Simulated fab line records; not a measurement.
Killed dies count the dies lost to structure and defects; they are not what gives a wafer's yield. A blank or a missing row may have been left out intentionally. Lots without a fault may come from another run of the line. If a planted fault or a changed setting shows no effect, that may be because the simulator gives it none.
Matching of chambers :: flow n5 finfet :: N5_MOL_CONTACT_COAG_ALD_131 on ald sin-02: 4 sister chambers
The step deposits SiO2, target thk 5 nm, pulse time 1 s, co reactant pulse time 1 s. 16 wafers are shown with their chamber, then 8 later ones without.

## WAFERS PAIRED WITH THEIR CHAMBERS
wafer: L074.1
chamber: 2
heater power w (W): 77
susceptor temp C (C): 99.86
precursor pulse height rel: 1.023

wafer: L074.3
chamber: 3
heater power w (W): 69
susceptor temp C (C): 99.99
precursor pulse height rel: 1.012

wafer: L074.6
chamber: 1
heater power w (W): 80
susceptor temp C (C): 99.87
precursor pulse height rel: 1.003

wafer: L077.3
chamber: 3
heater power w (W): 70
susceptor temp C (C): 99.93
precursor pulse height rel: 1.009

wafer: L077.4
chamber: 0
heater power w (W): 67
susceptor temp C (C): 100.00
precursor pulse height rel: 0.992

wafer: L077.6
chamber: 3
heater power w (W): 69
susceptor temp C (C): 99.99
precursor pulse height rel: 1.023

wafer: L079.1
chamber: 1
heater power w (W): 78
susceptor temp C (C): 100.06
precursor pulse height rel: 1.022

wafer: L079.5
chamber: 0
heater power w (W): 68
susceptor temp C (C): 100.06
precursor pulse height rel: 1.007

wafer: L079.6
chamber: 1
heater power w (W): 80
susceptor temp C (C): 99.88
precursor pulse height rel: 0.982

wafer: L088.1
chamber: 3
heater power w (W): 67
susceptor temp C (C): 100.12
precursor pulse height rel: 0.996

wafer: L088.3
chamber: 1
heater power w (W): 78
susceptor temp C (C): 99.84
precursor pulse height rel: 1.031

wafer: L088.4
chamber: 2
heater power w (W): 78
susceptor temp C (C): 99.97
precursor pulse height rel: 1.013

wafer: L090.2
chamber: 2
heater power w (W): 79
susceptor temp C (C): 99.88
precursor pulse height rel: 1.022

wafer: L090.5
chamber: 0
heater power w (W): 67
susceptor temp C (C): 100.24
precursor pulse height rel: 0.994

wafer: L090.6
chamber: 1
heater power w (W): 78
susceptor temp C (C): 100.01
precursor pulse height rel: 0.988

wafer: L094.1
chamber: 0
heater power w (W): 69
susceptor temp C (C): 100.00
precursor pulse height rel: 1.019

SIGNATURES (means of the wafers above)
reading: heater power w
chamber 0: 67.75
chamber 1: 78.80
chamber 2: 78.00
chamber 3: 68.75
scatter within a chamber: 1.09

reading: susceptor temp C
chamber 0: 100.0750
chamber 1: 99.9320
chamber 2: 99.9033
chamber 3: 100.0075
scatter within a chamber: 0.0923

reading: precursor pulse height rel
chamber 0: 1.00300
chamber 1: 1.00520
chamber 2: 1.01933
chamber 3: 1.01000
scatter within a chamber: 0.015
Rule: a wafer's distance from a chamber is the root of the sum, over the readings, of the square of ((its reading less the chamber's mean) divided by the reading's scatter). The wafer belongs to the nearest chamber; if the next one is less than 2 further off, it can't be placed. The scatter is the square root of a quotient: the sum, over the shown wafers, of each reading's squared deviation from its chamber's mean, divided by wafers minus chambers.

## WAFERS WHOSE CHAMBER IS MISSING
wafer: L094.2
heater power w (W): 77
susceptor temp C (C): 99.98
precursor pulse height rel: 1.033

wafer: L094.6
heater power w (W): 67
susceptor temp C (C): 99.77
precursor pulse height rel: 0.999

wafer: L096.2
heater power w (W): 69
susceptor temp C (C): 100.09
precursor pulse height rel: 1.004

wafer: L096.4
heater power w (W): 68
susceptor temp C (C): 99.87
precursor pulse height rel: 1.002

wafer: L096.5
heater power w (W): 78
susceptor temp C (C): 100.10
precursor pulse height rel: 0.982

wafer: L097.1
heater power w (W): 70
susceptor temp C (C): 100.01
precursor pulse height rel: 0.984

wafer: L097.2
heater power w (W): 78
susceptor temp C (C): 100.21
precursor pulse height rel: 1.025

wafer: L097.5
heater power w (W): 70
susceptor temp C (C): 100.12
precursor pulse height rel: 0.992

## EACH ONE'S CHAMBER
wafer: L094.2
from the rows above: can't be placed: 2 or 1
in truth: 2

wafer: L094.6
from the rows above: can't be placed: 3 or 0
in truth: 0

wafer: L096.2
from the rows above: can't be placed: 3 or 0
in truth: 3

wafer: L096.4
from the rows above: can't be placed: 3 or 0
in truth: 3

wafer: L096.5
from the rows above: can't be placed: 1 or 2
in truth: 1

wafer: L097.1
from the rows above: can't be placed: 3 or 0
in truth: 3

wafer: L097.2
from the rows above: can't be placed: 2 or 1
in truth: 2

wafer: L097.5
from the rows above: can't be placed: 3 or 0
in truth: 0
Correctly placed: 0 of 8. Unplaceable from these rows: 8, with the true chamber sitting among the candidates in 8. 0 placed wrongly.
